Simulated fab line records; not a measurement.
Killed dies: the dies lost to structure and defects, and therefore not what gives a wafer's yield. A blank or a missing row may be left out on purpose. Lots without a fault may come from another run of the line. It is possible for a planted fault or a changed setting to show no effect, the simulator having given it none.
fab line records	flow nand_harc
[record] lots = 24	wafers = 72	last_day = 33
route steps=1302 shown P_CONTACT@235 P_M0@264 P_M1@299
lots that met no fault: taken from a fault-free run of the same line
start_h: start of the lot's first displayed wafer, in hours after the record's first day	wait_h: hours since the lot's step before	" as in the row above	L1.1+2: a row that stands for several wafers	- value missing, or start not given	* or withheld: withheld	< > ~ a bound
route shown NAME@n: a module of which the file shows steps, and the number in the route of the first	usual: mean/standard deviation taken from wafers without a fault	same: alike in all rows	chamber/n: place in a boat	sites: the reading at each site	_std_site: the values' standard deviation	_edge_site: inner sites' mean taken away from outer sites' mean	radius_mm: how far each site lies from the wafer's centre	mask NAME#n: copy n	behind: the last tool/chamber to shape the wafer	hold: the reason the lot was held/the length of the hold in hours/how it ended	device: whichever transistor did not switch (one of n, p or np)	end of line: the route-end tests of the same wafers	where a step has no rows: the recipe by itself	killed: not the wafer's yield, but the dies lost to structure and defects at the first sort	map: shows each die of a wafer: x if killed, . if not, _ if none is there
set.NAME: the run value of the setting; set.NAME@STEP: its run value at that earlier step	model.NAME: the simulator's own value behind a step, which no gauge read
steps of the route over a sample of lots; a table a step, a row a wafer
services: a tool's chamber out of use, with start hour (start_h, from the record's first day; less than 0 if before it), hours out, and reason
[[steps]]
[step NHARC_P_CONTACT_DESCUM_17]
[recipe] time_s = 3	o2_flow_sccm = 200	ar_flow_sccm = 0	bias_power_w = 0	chemistry = O2
[usual] drypump_motor_current_A = 5.7/0.46	oes_product_au = 0.996/0.01	rf_vpp_V = 57.9/0.89	showerhead_plenum_p_Torr = 1.93/0.082	throttle_valve_pct = 11.312/0.0093
[same] time_s = 3
lot.wafer	tool	chamber	start_h	wait_h	drypump_motor_current_A	oes_product_au	rf_hours_counter_h	rf_vpp_V	showerhead_plenum_p_Torr	throttle_valve_pct
L074.2	rie_diel-01	3	126.00	0.1	6.1	0.981	3.6	57.1	1.84	11.314
L074.3	"	1	"	"	5.8	0.996	3.4	58.0	1.93	11.307
L074.1	"	2	"	"	5.5	0.981	3.3	59.0	1.87	11.319
L076.3	rie_diel-07	0	141.63	0.1	6.5	0.987	0.2	57.8	1.80	11.332
L076.2	"	1	"	"	5.9	0.989	0.2	58.0	2.06	11.294
L076.6	"	2	"	"	6.4	0.997	-	58.2	1.90	11.313
L075.2	rie_diel-13	1	142.20	0.1	4.8	0.995	2.6	58.9	2.03	11.303
L075.4	"	2	"	"	5.6	1.013	2.5	58.3	2.02	11.313
L075.6	"	3	"	"	6.5	0.986	-	55.9	2.00	11.302
L077.4	rie_diel-13	1	151.89	0.1	4.8	0.997	3.0	58.4	2.03	11.307
L077.5	"	2	"	"	5.6	1.007	-	58.7	2.02	11.309
L077.6	"	3	"	"	6.5	0.999	-	59.0	2.00	11.333
L078.4	rie_diel-13	2	156.70	0.1	5.6	1.007	3.3	59.1	2.01	11.307
L078.3	"	3	"	"	6.4	0.993	4.1	57.6	2.00	11.315
L078.6	"	3	"	"	6.4	0.998	-	59.3	2.00	11.317
L079.4	rie_diel-01	2	172.69	0.1	5.5	1.001	6.1	59.5	1.87	11.304
L079.1	"	0	"	"	5.2	1.012	6.5	58.7	2.03	11.303
L079.5	"	2	"	"	5.5	0.989	-	56.8	1.87	11.314
L080.4	rie_diel-01	2	177.29	0.1	5.5	0.971	7.0	57.2	1.87	11.309
L080.3	"	1	"	"	5.8	0.974	7.5	57.8	1.93	11.329
L080.5	"	2	"	"	5.5	0.983	-	57.6	1.87	11.303
L081.2	rie_diel-01	2	187.45	0.1	5.5	0.988	7.4	58.2	1.87	11.306
L081.3	"	3	"	"	6.2	0.993	7.3	58.0	1.84	11.321
L081.5	"	3	"	"	6.1	0.997	-	58.4	1.84	11.306
L082.2	rie_diel-01	1	194.13	0.1	5.7	0.990	9.0	56.8	1.93	11.308
L082.4	"	2	"	"	5.5	0.989	8.6	57.7	1.87	11.319
L082.5	"	0	"	"	5.2	1.016	-	57.9	2.03	11.314
L083.1	rie_diel-13	3	211.56	0.1	6.5	0.997	0.3	58.4	2.00	11.309
L083.6	"	3	"	"	6.5	0.997	-	57.9	2.00	11.310
L083.5	"	0	"	"	5.6	0.995	-	57.0	1.91	11.309
L084.1	rie_diel-07	3	214.93	0.1	5.5	0.995	1.9	58.3	1.82	11.319
L084.3	"	0	"	"	6.5	0.988	2.0	57.4	1.80	11.310
L084.6	"	0	"	"	6.5	0.988	-	58.9	1.80	11.306
L085.3	rie_diel-07	0	222.77	0.1	6.4	0.974	2.4	57.2	1.80	11.304
L085.4	"	2	"	"	6.4	0.988	2.2	57.5	1.90	11.311
L085.6	"	3	"	"	5.5	0.988	-	55.6	1.82	11.314
L086.4	rie_diel-01	1	238.14	0.1	5.8	1.000	0.2	58.6	1.93	11.310
L086.6	"	1	"	"	5.8	1.009	-	59.2	1.93	11.296
L086.5	"	2	"	"	5.5	0.984	-	56.0	1.87	11.304
L087.3	rie_diel-01	3	244.14	0.1	6.1	0.989	2.1	57.3	1.84	11.293
L087.1	"	2	"	"	5.5	0.985	2.0	58.1	1.87	11.321
L087.4	"	2	"	"	5.5	0.983	-	58.9	1.87	11.304
L088.4	rie_diel-07	0	261.51	0.1	6.4	0.990	3.2	56.9	1.80	11.305
L088.2	"	2	"	"	6.4	0.995	3.1	59.5	1.90	11.310
L088.5	"	1	"	"	5.9	1.005	-	58.6	2.06	11.300
L089.1	rie_diel-13	3	262.05	0.1	6.4	1.004	1.9	57.6	2.00	11.328
L089.3	"	1	"	"	4.8	0.999	2.0	58.3	2.03	11.311
L089.6	"	2	"	"	5.6	1.014	-	57.2	2.01	11.316
L090.1	rie_diel-01	2	277.04	0.1	5.5	0.983	3.6	56.8	1.87	11.316
L090.4	"	3	"	"	6.2	0.996	3.7	57.7	1.83	11.319
L090.3	"	0	"	"	5.2	1.001	3.2	57.6	2.03	11.306
L091.2	rie_diel-01	1	288.21	0.1	5.8	1.005	2.7	57.6	1.93	11.307
L091.3	"	3	"	"	6.1	0.993	4.1	56.2	1.83	11.304
L091.5	"	0	"	"	5.2	0.999	-	59.4	2.03	11.303
L092.2	rie_diel-01	1	300.23	0.1	5.7	1.003	4.0	56.1	1.93	11.323
L092.1	"	2	"	"	5.5	0.988	5.3	57.0	1.87	11.321
L092.4	"	0	"	"	5.2	0.992	5.0	58.8	2.03	11.303
L093.1	rie_diel-13	3	307.32	0.1	6.4	1.000	2.6	59.5	2.00	11.306
L093.3	"	0	"	"	5.6	0.987	3.1	57.9	1.91	11.330
L093.5	"	0	"	"	5.6	0.995	-	57.8	1.91	11.304
L094.2	rie_diel-13	1	318.80	0.1	4.8	1.004	3.7	58.2	2.02	11.297
L094.4	"	2	"	"	5.6	1.009	3.0	58.3	2.01	11.339
L094.6	"	1	"	"	4.8	0.989	-	58.3	2.03	11.323
L095.2	rie_diel-07	0	325.75	0.1	6.4	0.992	0.6	56.1	1.80	11.300
L095.4	"	1	"	"	5.9	1.001	0.5	60.0	2.06	11.294
L095.5	"	3	"	"	5.5	0.996	-	57.2	1.82	11.312
L096.5	rie_diel-01	0	338.67	0.1	5.2	1.002	-	58.5	2.03	11.316
L096.6	"	1	"	"	5.7	1.013	-	58.0	1.93	11.306
L096.4	"	2	"	"	5.5	0.975	-	57.7	1.87	11.312
L097.3	rie_diel-01	0	345.52	0.1	5.2	1.007	9.1	57.9	2.03	11.323
L097.2	"	1	"	"	5.7	1.002	7.8	58.2	1.93	11.315
L097.4	"	2	"	"	5.5	0.982	9.0	58.2	1.87	11.320
[step NHARC_P_CONTACT_CVD_23]
[recipe] target_thk_a = 2000	temp_c = 300	pressure_torr = 40	wf6_flow_sccm = 40	h2_flow_sccm = 1600	ar_flow_sccm = 1560	time_s = 557	material = W
[usual] heater_power_w = 478/52	throttle_valve_pct = 7.96/0.26
[same] time_s = 557
lot.wafer	tool	chamber	start_h	wait_h	heater_power_w	throttle_valve_pct
L074.1	cvd_w-02	0	-	-	474	7.80
L074.2	"	1	"	"	412	8.19
L074.3	"	1	"	"	416	8.36
L076.2	cvd_w-02	0	-	-	478	7.34
L076.3	"	1	"	"	425	8.08
L076.6	"	1	"	"	416	8.18
L075.2	cvd_w-01	0	-	-	466	8.21
L075.4	"	0	"	"	461	8.16
L075.6	"	1	"	"	586	8.03
L077.4	cvd_w-02	0	-	-	472	7.69
L077.5	"	0	"	"	473	7.44
L077.6	"	1	"	"	407	8.33
L078.4	cvd_w-01	1	-	-	566	8.41
L078.3	"	0	"	"	481	8.14
L078.6	"	0	"	"	489	7.87
L079.1	cvd_w-02	0	-	-	477	7.51
L079.4	"	0	"	"	485	7.63
L079.5	"	0	"	"	482	7.71
L080.4	cvd_w-01	1	-	-	587	8.16
L080.3	"	0	"	"	484	7.75
L080.5	"	0	"	"	471	8.25
L081.2	cvd_w-02	1	-	-	411	8.53
L081.3	"	0	"	"	484	7.52
L081.5	"	0	"	"	472	7.43
L082.2	cvd_w-02	0	-	-	483	7.68
L082.4	"	1	"	"	421	8.37
L082.5	"	1	"	"	418	8.20
L083.1	cvd_w-02	1	-	-	416	8.08
L083.6	"	1	"	"	410	8.04
L083.5	"	0	"	"	466	7.61
L084.1	cvd_w-01	0	-	-	482	7.60
L084.3	"	1	"	"	540	8.14
L084.6	"	0	"	"	491	7.65
L085.3	cvd_w-02	0	-	-	472	7.68
L085.4	"	1	"	"	404	8.38
L085.6	"	0	"	"	490	7.62
L086.4	cvd_w-02	1	-	-	422	8.02
L086.6	"	1	"	"	431	8.25
L086.5	"	0	"	"	483	7.82
L087.1	cvd_w-01	0	-	-	470	8.04
L087.3	"	0	"	"	462	7.72
L087.4	"	1	"	"	542	7.73
L088.2	cvd_w-01	1	-	-	547	7.88
L088.4	"	1	"	"	549	8.19
L088.5	"	0	"	"	480	7.56
L089.1	cvd_w-02	1	-	-	419	8.24
L089.3	"	1	"	"	422	8.34
L089.6	"	0	"	"	466	7.76
L090.1	cvd_w-01	1	-	-	538	8.19
L090.4	"	0	"	"	488	7.86
L090.3	"	1	"	"	543	7.95
L091.2	cvd_w-02	0	-	-	473	7.81
L091.3	"	1	"	"	397	8.10
L091.5	"	0	"	"	465	7.96
L092.2	cvd_w-01	1	-	-	554	8.11
L092.1	"	0	"	"	475	7.98
L092.4	"	0	"	"	483	7.86
L093.1	cvd_w-01	1	-	-	548	7.87
L093.3	"	1	"	"	555	7.84
L093.5	"	1	"	"	532	8.04
L094.2	cvd_w-01	0	-	-	486	7.89
L094.4	"	1	"	"	540	8.25
L094.6	"	1	"	"	546	8.04
L095.2	cvd_w-02	0	-	-	456	7.95
L095.4	"	1	"	"	407	8.13
L095.5	"	0	"	"	464	7.81
L096.4	cvd_w-01	1	-	-	548	8.07
L096.6	"	0	"	"	486	7.80
L096.5	"	1	"	"	554	8.09
L097.2	cvd_w-02	1	-	-	406	8.21
L097.4	"	0	"	"	474	7.97
L097.3	"	1	"	"	408	7.88
[step NHARC_P_M0_OVL_MEAS_10]
[recipe] pitch_nm = 180
[usual] overlay_x_nm = 0.4/0.91	overlay_y_nm = 0.0/0.85
lot.wafer	tool	chamber	start_h	wait_h	overlay_x_nm	overlay_y_nm
L074.1	overlay-01	-	130.04	-	1.2	1.0
L074.2	"	-	"	"	1.1	0.4
L074.3	"	-	"	"	1.7	0.3
L076.2	overlay-02	-	145.56	-	1.5	-0.2
L076.3	"	-	"	"	0.9	-0.2
L076.6	"	-	"	"	1.1	-0.4
L075.2	overlay-02	-	146.25	-	-0.7	1.7
L075.4	"	-	"	"	-0.4	0.7
L075.6	"	-	"	"	-0.9	0.9
L077.4	overlay-01	-	155.94	-	-0.4	-1.0
L077.5	"	-	"	"	-0.1	-0.4
L077.6	"	-	"	"	-0.4	-1.1
L078.3	overlay-01	-	160.66	-	0.5	0.2
L078.4	"	-	"	"	0.2	0.2
L078.6	"	-	"	"	1.0	0.7
L079.1	overlay-01	-	176.66	-	1.8	-1.7
L079.4	"	-	"	"	1.6	-1.1
L079.5	"	-	"	"	2.1	-1.1
L080.3	overlay-02	-	181.46	-	0.7	1.3
L080.4	"	-	"	"	0.8	1.2
L080.5	"	-	"	"	0.9	1.6
L081.2	overlay-01	-	191.57	-	-0.2	0.2
L081.3	"	-	"	"	-0.1	0.6
L081.5	"	-	"	"	-0.4	0.7
L082.2	overlay-02	-	198.05	-	1.5	1.0
L082.4	"	-	"	"	1.6	0.9
L082.5	"	-	"	"	1.4	1.0
L083.1	overlay-02	-	215.80	-	1.1	-0.7
L083.5	"	-	"	"	0.8	-1.0
L083.6	"	-	"	"	0.4	-0.4
L084.1	overlay-02	-	219.02	-	0.4	-0.2
L084.3	"	-	"	"	0.5	-0.6
L084.6	"	-	"	"	0.3	-0.5
L085.3	overlay-02	-	226.82	-	0.1	0.6
L085.4	"	-	"	"	0.4	-0.1
L085.6	"	-	"	"	0.2	-0.5
L086.4	overlay-01	-	242.08	-	1.3	-1.4
L086.5	"	-	"	"	1.4	-1.5
L086.6	"	-	"	"	1.0	-1.3
L087.1	overlay-01	-	248.38	-	2.2	0.9
L087.3	"	-	"	"	2.1	0.4
L087.4	"	-	"	"	2.4	0.4
L088.2	overlay-02	-	265.71	-	0.6	0.5
L088.4	"	-	"	"	0.6	-0.1
L088.5	"	-	"	"	-0.6	0.2
L089.1	overlay-01	-	266.14	-	-0.3	0.2
L089.3	"	-	"	"	-0.2	0.4
L089.6	"	-	"	"	-0.5	0.2
L090.1	overlay-02	-	281.03	-	0.5	-0.1
L090.3	"	-	"	"	0.8	-0.9
L090.4	"	-	"	"	0.4	-0.6
L091.2	overlay-01	-	292.15	-	0.5	-1.3
L091.3	"	-	"	"	0.9	-1.2
L091.5	"	-	"	"	0.7	-0.7
L092.1	overlay-02	-	304.31	-	0.9	-1.0
L092.2	"	-	"	"	0.5	-0.8
L092.4	"	-	"	"	1.5	-1.1
L093.1	overlay-02	-	311.41	-	0.3	0.8
L093.3	"	-	"	"	0.2	1.7
L093.5	"	-	"	"	0.1	0.9
L094.2	overlay-01	-	322.74	-	-0.7	1.2
L094.4	"	-	"	"	-0.7	0.3
L094.6	"	-	"	"	-0.5	0.7
L095.2	overlay-01	-	329.76	-	-0.5	-0.4
L095.4	"	-	"	"	-0.3	-0.3
L095.5	"	-	"	"	0.1	-0.2
L096.4	overlay-01	-	342.88	-	-0.1	0.1
L096.5	"	-	"	"	0.4	-0.9
L096.6	"	-	"	"	0.2	-0.4
L097.2	overlay-02	-	349.59	-	-1.7	1.6
L097.3	"	-	"	"	-1.5	1.0
L097.4	"	-	"	"	-1.0	1.5
[step NHARC_P_M0_ETCH_15]
[recipe] target_depth_a = 1500	overetch_a = 150	time_s = 82.5	c4f8_flow_sccm = withheld	ar_flow_sccm = 400	rf_w = 600	bias_w = 300	chemistry = C4F8/Ar
[usual] oes_product_au = 0.957/0.021	rf_vpp_V = 441/3.3
[same] time_s = 82.5
lot.wafer	tool	chamber	start_h	wait_h	oes_product_au	rf_hours_counter_h	rf_vpp_V
L074.3	rie_diel-11	2	-	-	0.972	8	444
L074.1	"	3	"	"	0.986	8	437
L074.2	"	0	"	"	0.966	7	443
L076.2	rie_diel-02	0	-	-	0.990	18	446
L076.3	"	2	"	"	0.968	31	443
L076.6	"	1	"	"	0.980	-	443
L075.4	rie_diel-02	0	-	-	0.963	18	446
L075.2	"	1	"	"	0.950	31	443
L075.6	"	3	"	"	0.971	-	438
L077.4	rie_diel-02	1	-	-	0.907	33	443
L077.5	"	2	"	"	0.909	-	443
L077.6	"	3	"	"	0.928	-	440
L078.3	rie_diel-09	0	-	-	0.956	6	444
L078.4	"	3	"	"	0.981	6	440
L078.6	"	0	"	"	0.958	-	444
L079.4	rie_diel-11	3	-	-	0.982	17	438
L079.1	"	0	"	"	0.960	16	442
L079.5	"	1	"	"	0.955	-	436
L080.3	rie_diel-11	3	-	-	0.965	17	437
L080.4	"	0	"	"	0.958	17	442
L080.5	"	2	"	"	0.973	-	443
L081.2	rie_diel-11	3	-	-	0.984	19	435
L081.3	"	0	"	"	0.974	19	442
L081.5	"	0	"	"	0.977	-	442
L082.4	rie_diel-11	0	-	-	0.929	21	444
L082.2	"	2	"	"	0.929	20	445
L082.5	"	0	"	"	0.926	-	443
L083.1	rie_diel-11	0	-	-	0.970	24	442
L083.5	"	0	"	"	0.975	-	444
L083.6	"	1	"	"	0.964	-	435
L084.3	rie_diel-11	1	-	-	0.969	24	437
L084.1	"	3	"	"	0.958	23	437
L084.6	"	1	"	"	0.974	-	438
L085.3	rie_diel-09	0	-	-	0.915	23	444
L085.4	"	2	"	"	0.919	30	436
L085.6	"	1	"	"	0.926	-	443
L086.4	rie_diel-11	2	-	-	0.982	25	442
L086.6	"	2	"	"	0.966	-	445
L086.5	"	3	"	"	0.986	-	437
L087.3	rie_diel-11	2	-	-	0.954	25	442
L087.1	"	3	"	"	0.960	30	436
L087.4	"	0	"	"	0.977	31	444
L088.2	rie_diel-02	0	-	-	0.952	11	446
L088.4	"	2	"	"	0.930	10	443
L088.5	"	0	"	"	0.951	-	444
L089.3	rie_diel-02	3	-	-	0.936	11	440
L089.1	"	1	"	"	0.935	11	442
L089.6	"	0	"	"	0.935	-	444
L090.4	rie_diel-11	1	-	-	0.971	5	437
L090.3	"	2	"	"	0.975	6	444
L090.1	"	3	"	"	0.993	5	436
L091.3	rie_diel-11	2	-	-	0.964	9	442
L091.2	"	3	"	"	0.976	7	436
L091.5	"	1	"	"	0.964	-	438
L092.4	rie_diel-09	3	-	-	0.918	56	442
L092.1	"	1	"	"	0.939	54	440
L092.2	"	2	"	"	0.914	58	437
L093.1	rie_diel-02	3	-	-	0.954	25	438
L093.3	"	1	"	"	0.969	28	443
L093.5	"	2	"	"	0.979	-	442
L094.2	rie_diel-11	0	-	-	0.956	10	443
L094.4	"	2	"	"	0.927	12	442
L094.6	"	1	"	"	0.941	-	436
L095.4	rie_diel-11	1	-	-	0.939	12	437
L095.2	"	2	"	"	0.960	15	443
L095.5	"	1	"	"	0.954	-	436
L096.4	rie_diel-11	0	-	-	0.985	12	444
L096.5	"	0	"	"	0.987	-	444
L096.6	"	1	"	"	0.955	-	435
L097.2	rie_diel-11	1	-	-	0.935	15	437
L097.3	"	2	"	"	0.936	18	443
L097.4	"	3	"	"	0.943	16	436
[step NHARC_P_M1_ETCH_35]
[recipe] target_depth_a = 400	overetch_a = 120	time_s = 43.94	ion_energy_ev = 200	n2_flow_sccm = 150	h2_flow_sccm = 150	ar_flow_sccm = 0	rf_w = 400	bias_w = 150	chemistry = N2/H2
[usual] drypump_motor_current_A = 5.5/0.64	n2_flow_sccm = 150.0/0.42	oes_product_au = 1.001/0.0088	rf_vpp_V = 431.1/2.4	showerhead_plenum_p_Torr = 2.06/0.083	throttle_valve_pct = 14.171/0.0088
[same] time_s = 43.94
lot.wafer	tool	chamber	start_h	wait_h	drypump_motor_current_A	n2_flow_sccm	oes_product_au	rf_hours_counter_h	rf_vpp_V	showerhead_plenum_p_Torr	throttle_valve_pct
L074.2	rie_diel-03	3	134.23	0.1	4.9	150.3	1.005	1	431.8	2.08	14.167
L074.3	"	0	"	"	5.4	150.6	1.005	2	426.6	2.00	14.169
L074.1	"	1	"	"	4.9	149.6	1.011	2	427.5	1.98	14.176
L076.3	rie_diel-08	2	149.82	0.1	5.6	150.0	1.003	48	430.3	2.05	14.173
L076.2	"	0	"	"	5.6	150.0	1.009	41	429.0	1.99	14.165
L076.6	"	2	"	"	5.6	150.3	1.005	-	431.2	2.05	14.185
L075.2	rie_diel-03	3	150.55	0.1	4.9	150.3	0.985	2	431.0	2.08	14.168
L075.4	"	2	"	"	6.6	149.6	0.996	3	433.9	2.14	14.161
L075.6	"	0	"	"	5.4	150.0	0.999	-	429.5	2.00	14.168
L077.4	rie_diel-03	3	160.27	0.1	4.9	150.9	0.993	3	431.9	2.08	14.163
L077.5	"	1	"	"	4.9	149.9	1.003	-	427.3	1.98	14.164
L077.6	"	2	"	"	6.6	149.9	0.994	-	432.9	2.14	14.161
L078.4	rie_diel-06	0	164.92	0.1	5.5	149.3	0.993	1	432.3	2.11	14.188
L078.3	"	2	"	"	5.0	149.6	1.011	2	425.6	1.90	14.166
L078.6	"	3	"	"	5.9	149.5	1.001	-	435.2	2.16	14.177
L079.4	rie_diel-03	2	180.93	0.1	6.6	149.6	1.003	5	433.5	2.14	14.153
L079.1	"	3	"	"	4.9	149.8	1.004	5	431.5	2.08	14.168
L079.5	"	3	"	"	4.9	149.6	0.996	-	432.4	2.08	14.158
L080.4	rie_diel-06	2	185.59	0.1	5.0	149.9	1.009	3	426.8	1.90	14.178
L080.3	"	1	"	"	5.6	149.3	0.975	3	434.5	2.19	14.160
L080.5	"	3	"	"	5.9	150.0	0.997	-	433.3	2.16	14.179
L081.3	rie_diel-03	0	195.82	0.1	5.4	149.8	0.995	6	429.3	2.00	14.187
L081.2	"	1	"	"	4.9	150.3	1.004	6	428.7	1.98	14.177
L081.5	"	3	"	"	4.9	150.0	0.998	-	431.7	2.08	14.153
L082.4	rie_diel-06	3	203.27	0.1	5.9	150.2	0.997	3	432.8	2.16	14.170
L082.2	"	2	"	"	5.0	149.7	1.020	4	426.7	1.90	14.164
L082.5	"	0	"	"	5.5	149.5	1.000	-	431.8	2.11	14.160
L083.1	rie_diel-06	3	220.05	0.1	5.9	149.7	1.014	4	434.7	2.16	14.174
L083.6	"	2	"	"	5.0	150.9	1.020	-	426.9	1.90	14.179
L083.5	"	3	"	"	5.9	149.8	1.013	-	433.5	2.16	14.172
L084.1	rie_diel-03	2	223.19	0.1	6.6	150.0	1.005	9	434.6	2.14	14.175
L084.3	"	1	"	"	4.9	150.0	0.996	10	429.5	1.98	14.172
L084.6	"	2	"	"	6.7	150.2	1.003	-	433.0	2.14	14.169
L085.4	rie_diel-03	1	231.03	0.1	4.9	150.1	0.995	11	430.5	1.98	14.165
L085.3	"	2	"	"	6.6	149.6	1.012	10	432.7	2.14	14.175
L085.6	"	1	"	"	4.9	150.9	0.999	-	429.7	1.98	14.180
L086.4	rie_diel-03	1	246.32	0.1	4.9	150.6	1.002	12	428.0	1.98	14.165
L086.5	"	2	"	"	6.6	150.8	0.998	-	433.3	2.14	14.179
L086.6	"	3	"	"	4.9	150.6	0.992	-	432.7	2.07	14.170
L087.3	rie_diel-03	3	252.80	0.1	4.9	149.4	0.999	11	429.7	2.07	14.167
L087.4	"	0	"	"	5.4	149.8	1.000	11	429.0	2.00	14.181
L087.1	"	1	"	"	4.9	149.9	0.994	13	428.8	1.98	14.170
L088.2	rie_diel-03	0	270.52	0.1	5.4	149.9	0.994	13	428.8	1.99	14.178
L088.4	"	2	"	"	6.6	150.5	1.008	13	433.4	2.14	14.168
L088.5	"	1	"	"	4.9	150.1	1.019	-	429.4	1.98	14.162
L089.1	rie_diel-08	1	270.73	0.1	5.6	150.6	0.996	23	434.0	2.21	14.183
L089.3	"	3	"	"	4.8	150.2	1.019	26	429.3	2.04	14.157
L089.6	"	0	"	"	5.5	150.9	1.011	-	429.8	1.98	14.171
L090.1	rie_diel-06	2	285.29	0.1	5.0	149.8	1.016	9	425.4	1.90	14.186
L090.3	"	0	"	"	5.5	149.3	1.000	9	432.8	2.11	14.170
L090.4	"	1	"	"	5.6	149.7	0.989	10	434.9	2.19	14.158
L091.2	rie_diel-03	3	296.28	0.1	4.9	150.2	0.993	0	431.4	2.07	14.174
L091.3	"	0	"	"	5.4	150.3	0.998	0	430.1	1.99	14.170
L091.5	"	2	"	"	6.6	150.3	1.004	-	432.4	2.14	14.186
L092.4	rie_diel-03	1	308.56	0.1	4.9	149.5	0.993	2	429.8	1.98	14.162
L092.2	"	2	"	"	6.7	149.9	1.003	1	432.5	2.14	14.179
L092.1	"	3	"	"	4.9	149.7	0.990	2	431.6	2.07	14.156
L093.3	rie_diel-03	2	315.63	0.1	6.6	150.9	0.991	2	432.1	2.14	14.190
L093.1	"	3	"	"	4.9	150.5	0.988	2	431.4	2.07	14.173
L093.5	"	1	"	"	4.9	149.7	1.002	-	429.0	1.98	14.184
L094.4	rie_diel-03	1	326.98	0.1	4.8	149.8	1.011	3	427.2	1.98	14.170
L094.2	"	3	"	"	4.9	150.4	0.986	3	430.5	2.07	14.184
L094.6	"	1	"	"	4.8	150.3	1.004	-	428.6	1.97	14.172
L095.2	rie_diel-03	3	334.02	0.1	4.9	150.4	0.998	4	431.1	2.07	14.181
L095.4	"	0	"	"	5.4	150.2	0.994	4	429.0	1.99	14.177
L095.5	"	2	"	"	6.6	149.4	1.000	-	431.6	2.14	14.177
L096.4	rie_diel-06	0	346.98	0.1	5.5	150.1	1.001	1	432.6	2.11	14.171
L096.6	"	3	"	"	5.9	150.0	0.998	-	433.8	2.16	14.175
L096.5	"	0	"	"	5.5	150.3	0.994	-	433.2	2.11	14.177
L097.4	rie_diel-03	2	354.46	0.1	6.6	150.1	0.993	5	433.6	2.14	14.154
L097.3	"	0	"	"	5.5	150.4	1.004	7	431.2	1.99	14.164
L097.2	"	1	"	"	4.9	149.6	1.015	6	428.6	1.97	14.174
[step NHARC_P_M1_THK_MEAS_24]
[recipe] thk_meas_gauge = xrf
[usual] thk_nm = 157.7/1.5
lot.wafer	tool	chamber	start_h	wait_h	thk_nm
L074.1	film_metro-02	-	136.58	-	157.4
L074.2	"	-	"	"	160.9
L074.3	"	-	"	"	158.0
L076.2	film_metro-01	-	152.20	-	159.0
L076.3	"	-	"	"	156.8
L076.6	"	-	"	"	155.6
L075.2	film_metro-01	-	152.88	-	156.0
L075.4	"	-	"	"	157.0
L075.6	"	-	"	"	155.9
L077.4	film_metro-02	-	162.61	-	159.4
L077.5	"	-	"	"	158.1
L077.6	"	-	"	"	159.2
L078.3	film_metro-02	-	167.25	-	158.8
L078.4	"	-	"	"	156.9
L078.6	"	-	"	"	157.4
L079.1	film_metro-02	-	183.38	-	158.7
L079.4	"	-	"	"	156.8
L079.5	"	-	"	"	157.7
L080.3	film_metro-02	-	187.92	-	159.2
L080.4	"	-	"	"	159.0
L080.5	"	-	"	"	159.5
L081.2	film_metro-01	-	198.13	-	157.4
L081.3	"	-	"	"	159.6
L081.5	"	-	"	"	157.8
L082.2	film_metro-02	-	205.59	-	155.4
L082.4	"	-	"	"	159.1
L082.5	"	-	"	"	156.1
L083.1	film_metro-01	-	222.38	-	156.1
L083.5	"	-	"	"	157.7
L083.6	"	-	"	"	156.3
L084.1	film_metro-01	-	225.52	-	158.0
L084.3	"	-	"	"	158.8
L084.6	"	-	"	"	155.1
L085.3	film_metro-02	-	233.37	-	159.2
L085.4	"	-	"	"	158.0
L085.6	"	-	"	"	157.9
L086.4	film_metro-02	-	248.65	-	156.7
L086.5	"	-	"	"	154.6
L086.6	"	-	"	"	157.8
L087.1	film_metro-02	-	255.13	-	156.3
L087.3	"	-	"	"	156.3
L087.4	"	-	"	"	157.9
L088.2	film_metro-01	-	272.97	-	157.0
L088.4	"	-	"	"	156.1
L088.5	"	-	"	"	158.2
L089.1	film_metro-02	-	273.07	-	158.0
L089.3	"	-	"	"	159.3
L089.6	"	-	"	"	156.2
L090.1	film_metro-02	-	288.03	-	154.8
L090.3	"	-	"	"	157.2
L090.4	"	-	"	"	158.6
L091.2	film_metro-01	-	298.60	-	155.4
L091.3	"	-	"	"	157.6
L091.5	"	-	"	"	155.7
L092.1	film_metro-02	-	310.88	-	157.2
L092.2	"	-	"	"	154.8
L092.4	"	-	"	"	158.6
L093.1	film_metro-02	-	318.13	-	157.8
L093.3	"	-	"	"	156.3
L093.5	"	-	"	"	156.6
L094.2	film_metro-02	-	329.32	-	158.8
L094.4	"	-	"	"	160.1
L094.6	"	-	"	"	157.8
L095.2	film_metro-01	-	336.34	-	156.5
L095.4	"	-	"	"	156.6
L095.5	"	-	"	"	159.0
L096.4	film_metro-01	-	349.33	-	158.1
L096.5	"	-	"	"	159.0
L096.6	"	-	"	"	160.0
L097.2	film_metro-02	-	356.78	-	158.7
L097.3	"	-	"	"	156.6
L097.4	"	-	"	"	160.4
[[services]]
tool	chamber	start_h	hours	kind
rie_diel-03	-	104.62	9.0	pm
rie_diel-13	0	113.69	2.9	repair
rie_diel-03	-	126.34	0.7	repair
rie_diel-13	1	131.68	4.8	repair
rie_diel-03	2	164.24	6.0	repair
rie_diel-13	-	165.00	9.0	pm
rie_diel-03	-	171.30	0.6	repair
cvd_w-01	-	185.20	13.0	pm
rie_diel-01	-	186.22	0.5	repair
rie_diel-13	2	196.21	16.4	repair
rie_diel-01	-	203.91	9.0	pm
rie_diel-01	1	219.52	18.4	repair
rie_diel-11	2	224.91	5.4	repair
rie_diel-01	0	243.00	4.4	repair
rie_diel-11	-	255.53	9.0	pm
rie_diel-13	3	267.09	18.9	repair
cvd_w-02	-	269.03	13.0	pm
rie_diel-03	-	281.62	9.0	pm
rie_diel-11	3	300.67	3.9	repair
cvd_w-02	1	303.73	7.1	repair
cvd_w-02	0	310.59	6.7	repair
rie_diel-01	3	319.09	25.3	repair
rie_diel-01	1	320.48	6.3	repair
rie_diel-13	-	342.00	9.0	pm
[[key]]
fault none
